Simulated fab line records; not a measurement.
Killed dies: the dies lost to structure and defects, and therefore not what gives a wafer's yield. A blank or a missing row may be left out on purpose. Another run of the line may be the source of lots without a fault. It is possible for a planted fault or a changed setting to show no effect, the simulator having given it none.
fab line records + flow nandHarc
record
- lots=5
- wafers=15
- lastDay=33
route steps=1302 shown A_CHANNEL_HOLE_D1@484 A_CHANNEL_FILL_D1@490 A_DECK1_JOINT@518 END@1302
lots that met no fault: from a run of the same line without faults
startH: the number of hours between the record's first day and the start of the first shown wafer of the lot + waitH: time in hours since the lot's previous step + " same as the row above + L1.1+2: a row that stands for several wafers + - value missing, or start not given + * or withheld: withheld + < > ~ a bound
route shown NAME@n: names a module that has steps shown in the file, with the first one's number in the route + usual: the fault-free wafers' mean and standard deviation + same: alike in all rows + chamber/n: place in a boat + sites: each site's reading + _std_site: standard deviation of those values + _edge_site: inner sites' mean taken away from outer sites' mean + radiusMm: how far each site lies from the wafer's centre + mask NAME#n: copy n + behind: the most recent tool/chamber to have shaped the wafer + hold: why the lot went on hold/how many hours it stayed there/how the hold came to an end + device: whichever transistor did not switch (one of n, p or np) + end of line: the route-end tests of the same wafers + step lacking rows: just its recipe + killed: dies lost to structure and defects at the first sort, not the wafer's yield + map: the dies of a wafer, with x for killed, . for not killed, _ for no die there
set.NAME: the run value of the setting; set.NAME@STEP: its run value at that earlier step + model.NAME: the simulator's own value behind a step, which no gauge read
lots seen at some steps along the route; tables by step, rows by wafer
services: from which hour (startH, from the record's first day; less than 0 if before it) a tool's chamber was out of use, for how many hours, and why
## steps
# step NHARC_A_CHANNEL_HOLE_D1_STRIP_27
# recipe
- o2FlowSccm=500
- arFlowSccm=0
- biasW=0
- chemistry=O2
# usual
- drypumpMotorCurrentA=5.9/0.35
- oesProductAu=1.006/0.011
- rfVppV=57.7/0.85
- showerheadPlenumPTorr=3.50/0.12
- throttleValvePct=17.036/0.01
| lot.wafer | tool       | chamber | startH | waitH | drypumpMotorCurrentA | oesProductAu | rfHoursCounterH | rfVppV | showerheadPlenumPTorr | throttleValvePct |
|-----------|------------|---------|--------|-------|----------------------|--------------|-----------------|--------|-----------------------|------------------|
| L146.4    | rieDiel-01 | 0       | -      | -     | 5.3                  | 1.009        | 8               | 58.5   | 3.80                  | 17.030           |
| L146.5    | "          | 1       | "      | "     | 5.2                  | 1.014        | -               | 58.3   | 3.64                  | 17.037           |
| L146.6    | "          | 2       | "      | "     | 6.6                  | 1.014        | -               | 56.6   | 3.65                  | 17.028           |
| L152.2    | rieDiel-11 | 2       | -      | -     | 5.7                  | 1.005        | 3               | 56.7   | 3.47                  | 17.058           |
| L152.6    | "          | 0       | "      | "     | 6.1                  | 1.016        | -               | 57.3   | 3.38                  | 17.038           |
| L152.5    | "          | 1       | "      | "     | 5.9                  | 0.999        | -               | 57.6   | 3.46                  | 17.043           |
| L156.3    | rieDiel-11 | 0       | -      | -     | 6.1                  | 1.007        | 8               | 57.1   | 3.37                  | 17.026           |
| L156.1    | "          | 1       | "      | "     | 6.0                  | 0.996        | 8               | 57.0   | 3.46                  | 17.051           |
| L156.6    | "          | 0       | "      | "     | 6.1                  | 1.008        | -               | 57.3   | 3.37                  | 17.039           |
| L158.3    | rieDiel-09 | 2       | -      | -     | 5.8                  | 1.014        | 11              | 56.8   | 3.55                  | 17.029           |
| L158.4    | "          | 3       | "      | "     | 5.7                  | 1.006        | 10              | 56.5   | 3.68                  | 17.017           |
| L158.1    | "          | 0       | "      | "     | 6.2                  | 0.998        | 11              | 57.4   | 3.33                  | 17.034           |
| L162.4    | rieDiel-11 | 1       | -      | -     | 6.0                  | 0.994        | 12              | 57.6   | 3.46                  | 17.016           |
| L162.5    | "          | 3       | "      | "     | 5.7                  | 1.013        | -               | 59.0   | 3.47                  | 17.035           |
| L162.6    | "          | 0       | "      | "     | 6.0                  | 1.012        | -               | 57.5   | 3.37                  | 17.036           |
# step NHARC_A_CHANNEL_HOLE_D1_PRECLEAN_28
# recipe
- timeS=*
- tempC=50
- bathAgeMin=0
- chemistry=SC1
# step NHARC_A_CHANNEL_HOLE_D1_SRD_29
# step NHARC_A_CHANNEL_HOLE_D1_CD_MEAS_30
# usual
- cdNm=90.3/1.3
| lot.wafer | tool     | chamber | startH | waitH | cdNm |
|-----------|----------|---------|--------|-------|------|
| L146.4    | cdSem-01 | -       | 249.76 | -     | 92.5 |
| L146.5    | "        | -       | "      | "     | 90.8 |
| L146.6    | "        | -       | "      | "     | 89.1 |
| L152.2    | cdSem-01 | -       | 296.53 | -     | 93.2 |
| L152.5    | "        | -       | "      | "     | 89.4 |
| L152.6    | "        | -       | "      | "     | 92.4 |
| L156.1    | cdSem-03 | -       | 352.22 | -     | 89.6 |
| L156.3    | "        | -       | "      | "     | 92.3 |
| L156.6    | "        | -       | "      | "     | 90.0 |
| L158.1    | cdSem-02 | -       | 363.56 | -     | 91.0 |
| L158.3    | "        | -       | "      | "     | 87.4 |
| L158.4    | "        | -       | "      | "     | 87.7 |
| L162.4    | cdSem-03 | -       | 411.19 | -     | 91.1 |
| L162.5    | "        | -       | "      | "     | 91.5 |
| L162.6    | "        | -       | "      | "     | 90.5 |
# step NHARC_A_CHANNEL_HOLE_D1_XSEM_31
# recipe
- landingEnergyEv=35000
# step NHARC_A_CHANNEL_HOLE_D1_INSPECT_40
# usual
- rawDefectCount=70/25
| lot.wafer | tool             | chamber | startH | waitH | rawDefectCount |
|-----------|------------------|---------|--------|-------|----------------|
| L146.4    | defectInspect-02 | -       | 249.94 | -     | 115            |
| L146.5    | "                | -       | "      | "     | 98             |
| L146.6    | "                | -       | "      | "     | 91             |
| L152.2    | defectInspect-01 | -       | 296.71 | -     | 38             |
| L152.5    | "                | -       | "      | "     | 57             |
| L152.6    | "                | -       | "      | "     | 70             |
| L156.1    | defectInspect-02 | -       | 352.40 | -     | 90             |
| L156.3    | "                | -       | "      | "     | 92             |
| L156.6    | "                | -       | "      | "     | 107            |
| L158.1    | defectInspect-01 | -       | 363.75 | -     | 55             |
| L158.3    | "                | -       | "      | "     | 58             |
| L158.4    | "                | -       | "      | "     | 47             |
| L162.4    | defectInspect-01 | -       | 411.39 | -     | 37             |
| L162.5    | "                | -       | "      | "     | 41             |
| L162.6    | "                | -       | "      | "     | 45             |
# step NHARC_A_CHANNEL_FILL_D1_PRECLEAN_00
# recipe
- timeS=*
- tempC=50
- bathAgeMin=0
- chemistry=SC1
# step NHARC_A_CHANNEL_FILL_D1_SRD_01
# step NHARC_A_CHANNEL_FILL_D1_ALD_02
# recipe
- targetThkA=60
- pulseTimeS=10
- aldCycles=60
- tempC=300
- material=SiO2
# step NHARC_A_CHANNEL_FILL_D1_ALD_03
# recipe
- targetThkA=60
- pulseTimeS=60
- aldCycles=58
- tempC=630
- pressureTorr=2
- material=SiNx
# usual
- precursorPulseHeightRel=1.003/0.021
| lot.wafer | tool           | chamber | startH | waitH | precursorPulseHeightRel |
|-----------|----------------|---------|--------|-------|-------------------------|
| L146.4    | aldSinBatch-01 | 0       | -      | -     | 0.989                   |
| L146.5    | "              | 0       | "      | "     | 1.022                   |
| L146.6    | "              | 0       | "      | "     | 1.002                   |
| L152.2    | aldSinBatch-02 | 0       | -      | -     | 0.991                   |
| L152.5    | "              | 0       | "      | "     | 1.016                   |
| L152.6    | "              | 0       | "      | "     | 1.035                   |
| L156.1    | aldSinBatch-03 | 0       | -      | -     | 0.971                   |
| L156.3    | "              | 0       | "      | "     | 1.016                   |
| L156.6    | "              | 0       | "      | "     | 1.024                   |
| L158.1    | aldSinBatch-01 | 0       | -      | -     | 1.020                   |
| L158.3    | "              | 0       | "      | "     | 1.027                   |
| L158.4    | "              | 0       | "      | "     | 0.993                   |
| L162.4    | aldSinBatch-01 | 0       | -      | -     | 0.981                   |
| L162.5    | "              | 0       | "      | "     | 1.014                   |
| L162.6    | "              | 0       | "      | "     | 1.019                   |
# step NHARC_A_CHANNEL_FILL_D1_ALD_14
# recipe
- targetThkA=25
- pulseTimeS=10
- aldCycles=25
- tempC=300
- material=SiO2
# usual
- heaterPowerW=485/45
- precursorPulseHeightRel=0.997/0.019
| lot.wafer | tool     | chamber | startH | waitH | heaterPowerW | precursorPulseHeightRel |
|-----------|----------|---------|--------|-------|--------------|-------------------------|
| L146.4    | aldHk-02 | 3       | 257.24 | 0.1   | 503          | 1.012                   |
| L146.6    | "        | 3       | "      | "     | 509          | 0.979                   |
| L146.5    | "        | 0       | "      | "     | 518          | 0.991                   |
| L152.2    | aldHk-04 | 1       | 306.41 | 2.5   | 513          | 0.996                   |
| L152.5    | "        | 0       | "      | "     | 470          | 0.993                   |
| L152.6    | "        | 1       | "      | "     | 505          | 1.010                   |
| L156.3    | aldHk-01 | 0       | 358.17 | 0.1   | 554          | 0.971                   |
| L156.1    | "        | 2       | "      | "     | 510          | 1.016                   |
| L156.6    | "        | 1       | "      | "     | 430          | 0.993                   |
| L158.3    | aldHk-02 | 0       | 370.93 | 0.0   | 524          | 0.953                   |
| L158.1    | "        | 1       | "      | "     | 457          | 1.027                   |
| L158.4    | "        | 2       | "      | "     | 517          | 1.010                   |
| L162.4    | aldHk-02 | 3       | 418.76 | 0.2   | 549          | 1.002                   |
| L162.5    | "        | 1       | "      | "     | 463          | 0.988                   |
| L162.6    | "        | 2       | "      | "     | 530          | 1.015                   |
# step NHARC_A_CHANNEL_FILL_D1_ALD_15
# recipe
- targetThkA=20
- pulseTimeS=60
- aldCycles=19
- tempC=630
- pressureTorr=2
- material=SiNx
# step NHARC_A_CHANNEL_FILL_D1_ALD_16
# recipe
- targetThkA=15
- pulseTimeS=10
- aldCycles=15
- tempC=300
- material=SiO2
# usual
- heaterPowerW=484/46
- precursorPulseHeightRel=0.998/0.02
| lot.wafer | tool     | chamber | startH | waitH | heaterPowerW | precursorPulseHeightRel |
|-----------|----------|---------|--------|-------|--------------|-------------------------|
| L146.4    | aldHk-02 | 3       | 262.50 | 0.1   | 520          | 1.021                   |
| L146.5    | "        | 1       | "      | "     | 455          | 1.009                   |
| L146.6    | "        | 2       | "      | "     | 560          | 1.017                   |
| L152.2    | aldHk-04 | 2       | 311.63 | 0.1   | 414          | 0.979                   |
| L152.6    | "        | 0       | "      | "     | 461          | 0.994                   |
| L152.5    | "        | 1       | "      | "     | 515          | 0.989                   |
| L156.3    | aldHk-01 | 2       | 363.53 | 0.2   | 508          | 1.032                   |
| L156.1    | "        | 0       | "      | "     | 536          | 0.992                   |
| L156.6    | "        | 2       | "      | "     | 512          | 1.017                   |
| L158.4    | aldHk-02 | 2       | 376.13 | 0.0   | 536          | 1.026                   |
| L158.1    | "        | 3       | "      | "     | 540          | 0.990                   |
| L158.3    | "        | 0       | "      | "     | 517          | 0.946                   |
| L162.4    | aldHk-04 | 0       | 424.07 | 0.1   | 474          | 1.018                   |
| L162.5    | "        | 2       | "      | "     | 430          | 0.980                   |
| L162.6    | "        | 3       | "      | "     | 490          | 0.994                   |
# step NHARC_A_CHANNEL_FILL_D1_ANNEAL_17
# recipe
- tempC=850
- timeS=1800
# step NHARC_A_CHANNEL_FILL_D1_CVD_18
# recipe
- targetThkA=30
- tempC=550
- material=poly-Si
# step NHARC_A_CHANNEL_FILL_D1_ETCHBACK_19
# recipe
- targetDepthA=50
- timeS=1.7
- hbrFlowSccm=150
- cl2FlowSccm=50
- rfW=400
- icpW=400
- biasW=100
- chemistry=HBr/Cl2
# step NHARC_A_CHANNEL_FILL_D1_ETCHBACK_20
# recipe
- targetDepthA=270
- timeS=13.5
- c4f8FlowSccm=withheld
- o2FlowSccm=8
- arFlowSccm=withheld
- rfW=600
- biasW=1500
- chemistry=C4F8/O2/Ar
# step NHARC_A_CHANNEL_FILL_D1_STRIP_28
# recipe
- timeS=20
- o2FlowSccm=500
- arFlowSccm=0
- biasW=0
- chemistry=O2
# usual
- drypumpMotorCurrentA=5.8/0.55
- oesProductAu=1.001/0.0093
- rfVppV=57.4/0.92
- showerheadPlenumPTorr=3.49/0.12
- throttleValvePct=17.035/0.0085
# same
- timeS=20
| lot.wafer | tool       | chamber | startH | waitH | drypumpMotorCurrentA | oesProductAu | rfHoursCounterH | rfVppV | showerheadPlenumPTorr | throttleValvePct |
|-----------|------------|---------|--------|-------|----------------------|--------------|-----------------|--------|-----------------------|------------------|
| L146.4    | rieDiel-07 | 0       | 274.91 | 0.1   | 5.3                  | 1.004        | 10              | 56.9   | 3.29                  | 17.048           |
| L146.6    | "          | 1       | "      | "     | 5.9                  | 1.011        | -               | 58.2   | 3.43                  | 17.042           |
| L146.5    | "          | 2       | "      | "     | 6.2                  | 0.993        | -               | 57.9   | 3.49                  | 17.032           |
| L152.2    | rieDiel-07 | 3       | 325.10 | 0.1   | 6.1                  | 1.003        | 1               | 57.1   | 3.53                  | 17.037           |
| L152.5    | "          | 2       | "      | "     | 6.3                  | 1.001        | -               | 57.5   | 3.49                  | 17.043           |
| L152.6    | "          | 3       | "      | "     | 6.1                  | 1.003        | -               | 57.1   | 3.53                  | 17.035           |
| L156.1    | rieDiel-13 | 2       | 375.99 | 0.1   | 5.9                  | 0.993        | 2               | 57.5   | 3.53                  | 17.039           |
| L156.3    | "          | 0       | "      | "     | 5.1                  | 1.011        | 1               | 59.3   | 3.71                  | 17.045           |
| L156.6    | "          | 2       | "      | "     | 5.9                  | 0.987        | -               | 57.3   | 3.53                  | 17.044           |
| L158.3    | rieDiel-13 | 2       | 388.33 | 0.1   | 5.9                  | 0.990        | 2               | 57.0   | 3.53                  | 17.023           |
| L158.1    | "          | 3       | "      | "     | 6.7                  | 1.005        | 2               | 57.2   | 3.64                  | 17.025           |
| L158.4    | "          | 0       | "      | "     | 5.1                  | 1.033        | 1               | 57.7   | 3.71                  | 17.040           |
| L162.4    | rieDiel-07 | 0       | 436.11 | 0.1   | 5.3                  | 1.015        | 8               | 55.8   | 3.29                  | 17.031           |
| L162.6    | "          | 2       | "      | "     | 6.3                  | 0.992        | -               | 57.2   | 3.48                  | 17.040           |
| L162.5    | "          | 3       | "      | "     | 6.1                  | 1.016        | -               | 58.9   | 3.53                  | 17.050           |
# step NHARC_A_CHANNEL_FILL_D1_PRECLEAN_21
# recipe
- timeS=30
- chemistry=dHF
# step NHARC_A_CHANNEL_FILL_D1_SRD_23
# step NHARC_A_CHANNEL_FILL_D1_CVD_05
# recipe
- targetThkA=50
- tempC=550
- material=poly-Si
# step NHARC_A_CHANNEL_FILL_D1_ANNEAL_22
# recipe
- tempC=620
- timeS=7200
# step NHARC_A_CHANNEL_FILL_D1_THK_MEAS_06
# recipe
- thkMeasGauge=ellipsometry
# usual
- thkNm=5.0/0.98
| lot.wafer | tool         | chamber | startH | waitH | thkNm |
|-----------|--------------|---------|--------|-------|-------|
| L146.4    | filmMetro-01 | -       | 284.18 | 0.4   | 4.5   |
| L146.5    | "            | -       | "      | "     | 4.1   |
| L146.6    | "            | -       | "      | "     | 6.3   |
| L152.2    | filmMetro-02 | -       | 336.85 | 0.4   | 5.4   |
| L152.5    | "            | -       | "      | "     | 5.5   |
| L152.6    | "            | -       | "      | "     | 4.6   |
| L156.1    | filmMetro-01 | -       | 387.81 | 0.4   | 5.5   |
| L156.3    | "            | -       | "      | "     | 5.5   |
| L156.6    | "            | -       | "      | "     | 4.4   |
| L158.1    | filmMetro-01 | -       | 400.06 | 0.4   | 4.4   |
| L158.3    | "            | -       | "      | "     | 6.7   |
| L158.4    | "            | -       | "      | "     | 6.4   |
| L162.4    | filmMetro-02 | -       | 448.13 | 0.4   | 4.5   |
| L162.5    | "            | -       | "      | "     | 4.7   |
| L162.6    | "            | -       | "      | "     | 4.2   |
# step NHARC_A_CHANNEL_FILL_D1_ALD_25
# recipe
- targetThkA=600
- pulseTimeS=10
- aldCycles=600
- tempC=300
- material=SiOx
# step NHARC_A_CHANNEL_FILL_D1_ETCHBACK_08
# recipe
- targetDepthA=2200
- timeS=110
- c4f8FlowSccm=20
- arFlowSccm=withheld
- rfW=600
- biasW=300
- chemistry=C4F8
# usual
- oesProductAu=0.95/0.034
- rfVppV=440.6/2.5
# same
- timeS=110
| lot.wafer | tool       | chamber | startH | waitH | oesProductAu | rfHoursCounterH | rfVppV |
|-----------|------------|---------|--------|-------|--------------|-----------------|--------|
| L146.4    | rieDiel-07 | 0       | -      | -     | 0.94         | 10.2            | 435.3  |
| L146.6    | "          | 0       | "      | "     | 0.94         | -               | 436.6  |
| L146.5    | "          | 1       | "      | "     | 0.93         | -               | 438.6  |
| L152.2    | rieDiel-07 | 3       | -      | -     | 0.94         | 2.9             | 440.4  |
| L152.5    | "          | 2       | "      | "     | 0.94         | -               | 440.9  |
| L152.6    | "          | 3       | "      | "     | 0.94         | -               | 442.3  |
| L156.1    | rieDiel-13 | 2       | -      | -     | 0.92         | 1.8             | 440.1  |
| L156.3    | "          | 3       | "      | "     | 0.93         | 1.9             | 442.3  |
| L156.6    | "          | 2       | "      | "     | 0.92         | -               | 440.3  |
| L158.1    | rieDiel-13 | 3       | -      | -     | 0.92         | 2.6             | 444.7  |
| L158.4    | "          | 0       | "      | "     | 0.94         | 2.2             | 444.3  |
| L158.3    | "          | 2       | "      | "     | 0.92         | 2.3             | 440.6  |
| L162.4    | rieDiel-07 | 2       | -      | -     | 0.93         | 8.9             | 438.1  |
| L162.6    | "          | 1       | "      | "     | 0.93         | -               | 437.7  |
| L162.5    | "          | 2       | "      | "     | 0.93         | -               | 438.6  |
# step NHARC_A_CHANNEL_FILL_D1_STRIP_29
# recipe
- timeS=20
- o2FlowSccm=500
- arFlowSccm=0
- biasW=0
- chemistry=O2
# step NHARC_A_CHANNEL_FILL_D1_PRECLEAN_30
# recipe
- timeS=30
- chemistry=dHF
# step NHARC_A_CHANNEL_FILL_D1_SRD_31
# step NHARC_A_CHANNEL_FILL_D1_CVD_09
# recipe
- targetThkA=1500
- tempC=620
- pressureMtorr=200
- timeS=3000
- material=poly-Si
# step NHARC_A_CHANNEL_FILL_D1_CMP_10
# recipe
- targetThkNm=150
# step NHARC_A_CHANNEL_FILL_D1_SRD_12
# step NHARC_A_DECK1_JOINT_ETCHBACK_07
# recipe
- targetDepthA=1050
- timeS=26.9
- hbrFlowSccm=150
- rfW=350
- icpW=350
- biasW=60
- chemistry=HBr
# step NHARC_A_DECK1_JOINT_ETCH_25
# recipe
- targetDepthA=5
- chemistry=dHF
- material=SiO2
# step NHARC_A_DECK1_JOINT_ETCH_19
# recipe
- tempC=25
- targetDepthA=30
- chemistry=TMAH
- material=poly-Si
# step NHARC_A_DECK1_JOINT_ETCH_18
# recipe
- targetDepthA=30
- chemistry=dHF
- material=SiO2
# step NHARC_A_DECK1_JOINT_WET_08
# recipe
- tempC=160
- timeS=86
- chemistry=H3PO4
# step NHARC_A_DECK1_JOINT_ETCH_09
# recipe
- targetDepthA=50
- chemistry=dHF
- material=SiO2
# step NHARC_A_DECK1_JOINT_WET_10
# recipe
- tempC=160
- timeS=86
- chemistry=H3PO4
# step NHARC_A_DECK1_JOINT_ETCH_11
# recipe
- targetDepthA=350
- chemistry=dHF
- material=SiO2
# step NHARC_END_SORT_01
# recipe
- tempC=25
# usual
- killedAtArray=56/21
- killedAtOther=0.8/1
- killedAtPeriphery=3.6/2.8
- killedDies=60/20
- killedOpen=3.2/1.9
- killedShort=2.4/1.6
# same
- grossDies=677
| lot.wafer | tool      | chamber | startH | waitH | killedAtArray | killedAtOther | killedAtPeriphery | killedDies | killedOpen | killedShort |
|-----------|-----------|---------|--------|-------|---------------|---------------|-------------------|------------|------------|-------------|
| L146.4    | prober-01 | 0       | 633.94 | 3.4   | 119           | 2             | 3                 | 124        | 2          | 3           |
| L156.1    | prober-02 | 0       | 740.58 | 2.5   | 69            | 0             | 4                 | 73         | 4          | 3           |
| L156.3    | prober-02 | 0       | 742.16 | 3.1   | 66            | 0             | 5                 | 71         | 2          | 2           |
| L156.6    | prober-02 | 0       | 744.55 | 4.0   | 72            | 0             | 5                 | 77         | 2          | 5           |
# killed by level:class
L146.4 A_CHANNEL_FILL_D1:unspecified=66 A_CHANNEL_HOLE_D1:chamberFilmFlake=30 A_SLIT:chamberFilmFlake=13 A_CHANNEL_HOLE_D2:chamberFilmFlake=2 A_CONTACT:chamberFilmFlake=2 THIN_TSV:chamberFilmFlake=2 P_GATE:geometricParticle:open=1 P_M0:geometricParticle:open=1
L156.1 A_CHANNEL_HOLE_D1:chamberFilmFlake=30 A_SLIT:chamberFilmFlake=17 A_STAIRCASE:chamberFilmFlake=8 P_GATE:chamberFilmFlake=3 A_WL_FILL:chamberFilmFlake=3 A_CONTACT:chamberFilmFlake=3 P_GATE:geometricParticle:open=1 A_ONON_D1:geometricParticle:short=1
L156.3 A_CHANNEL_HOLE_D1:chamberFilmFlake=32 A_SLIT:chamberFilmFlake=17 A_CONTACT:chamberFilmFlake=6 P_GATE:chamberFilmFlake=5 A_STAIRCASE:chamberFilmFlake=5 A_SOURCE_PLATE:geometricParticle:short=1 A_STAIRCASE:geometricParticle:open=1 A_M0:geometricParticle:short=1
L156.6 A_CHANNEL_HOLE_D1:chamberFilmFlake=29 A_SLIT:chamberFilmFlake=25 A_CONTACT:chamberFilmFlake=7 P_GATE:chamberFilmFlake=3 A_ONON_D2:geometricParticle:short=2 A_STAIRCASE:chamberFilmFlake=2 P_M0:geometricParticle:open=1 P_M0:geometricParticle:short=1
# map L146.4 (x killed, . not)
____________.____________
_________......._________
_______..........x_______
______.............______
_____..............x_____
____...x.x...........____
____.................____
___...................___
___...................___
__.....................__
__.....................__
_..........x............_
_......................._
_......................._
_......x............xx.x_
_................x..xxxx_
....................xxxxx
............x..x..xxxxxxx
.................xxxxxxxx
...................xxxxxx
.................xxxxxxxx
_..................xxxxx_
_.................xxxxxx_
_..................xxxxx_
_.........x.........xxxx_
_...................x.xx_
__.................xx.x__
__.................x...__
___.x...x....xx.xxxx.x___
___.........xxxx....x.___
____........xxxxxxxx.____
____.........xxxxxxxx____
_____.......xxxxxxx._____
______.......x..xxx______
_______.......xxxx_______
_________....x.._________
____________.____________
# map L158.1 (x killed, . not)
____________.____________
_________......._________
_______..........._______
______.............______
_____..............._____
____.................____
____......x..........____
___...................___
___....x..............___
__.....................__
__.....................__
_......................._
_.......x..............._
_......................._
_......................._
_......................._
........................x
.........................
.........................
................x......xx
............x.........xxx
_......................._
_......................._
_...x......x............_
_............x.........._
_......................._
__.....................__
__.........x....xx.....__
___...............x...___
___..x.............x..___
____........x...x..x.____
____...........xxxx..____
_____........x....xx_____
______.......xx.xx.______
_______.........x._______
_________......._________
____________.____________
## services
| tool           | chamber | startH | hours | kind   |
|----------------|---------|--------|-------|--------|
| rieDiel-11     | -       | 229.24 | 2.5   | repair |
| rieDiel-13     | 2       | 252.50 | 6.4   | repair |
| rieDiel-11     | -       | 255.50 | 9.0   | pm     |
| aldHk-04       | -       | 256.80 | 10.0  | pm     |
| aldSinBatch-02 | -       | 266.00 | 26.0  | pm     |
| rieDiel-13     | 2       | 279.86 | 1.3   | repair |
| rieDiel-01     | 0       | 294.04 | 5.4   | repair |
| rieDiel-07     | -       | 294.20 | 9.0   | pm     |
| rieDiel-01     | 1       | 295.77 | 7.2   | repair |
| aldHk-01       | -       | 297.42 | 10.0  | pm     |
| rieDiel-01     | 2       | 312.86 | 10.5  | repair |
| rieDiel-09     | -       | 321.49 | 9.0   | pm     |
| rieDiel-13     | 2       | 324.37 | 5.7   | repair |
| rieDiel-13     | -       | 342.00 | 9.0   | pm     |
| aldHk-02       | -       | 348.00 | 10.0  | pm     |
| rieDiel-07     | 1       | 349.66 | 5.8   | repair |
| rieDiel-11     | 1       | 358.73 | 6.7   | repair |
| rieDiel-07     | -       | 368.13 | 4.0   | repair |
| rieDiel-13     | 3       | 383.98 | 3.8   | repair |
| rieDiel-07     | 3       | 396.93 | 8.4   | repair |
| rieDiel-11     | -       | 407.45 | 0.3   | repair |
| rieDiel-11     | 2       | 419.31 | 3.0   | repair |
| rieDiel-11     | -       | 432.50 | 9.0   | pm     |
| aldHk-04       | -       | 437.48 | 10.0  | pm     |
## key
firstSign
- step=NHARC_END_SORT_01
- reading=killedDies
- direction=up
- sigmas=3.1
- usual=60
- struck=124
effect
- step=NHARC_END_SORT_01
- reading=killedAtArray
- direction=up
- sigmas=3.1
- usual=56
- struck=119
moreKillsBornAt
- NHARC_A_CHANNEL_FILL_D1_ALD_16@aldHk-02=66
metAt NHARC_A_CHANNEL_FILL_D1_ALD_16
struckWafers L146.4
testerLeftOut L146
fault
- kind=chamberParticleSource
- tool=aldHk-02
- chamber=3
- onsetH=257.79
- steps=NHARC_A_CHANNEL_FILL_D1_ALD_16
- ratePerVisitCm2=0.69936
- endH=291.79
# testerLeftOut: of these lots the tester's yield and bins aren't shown, on N5 and GAA mostly nor the transistor test; their killed dies are dies lost to structure and defects alone, not to doping, threshold or leakage, so they don't give the yield
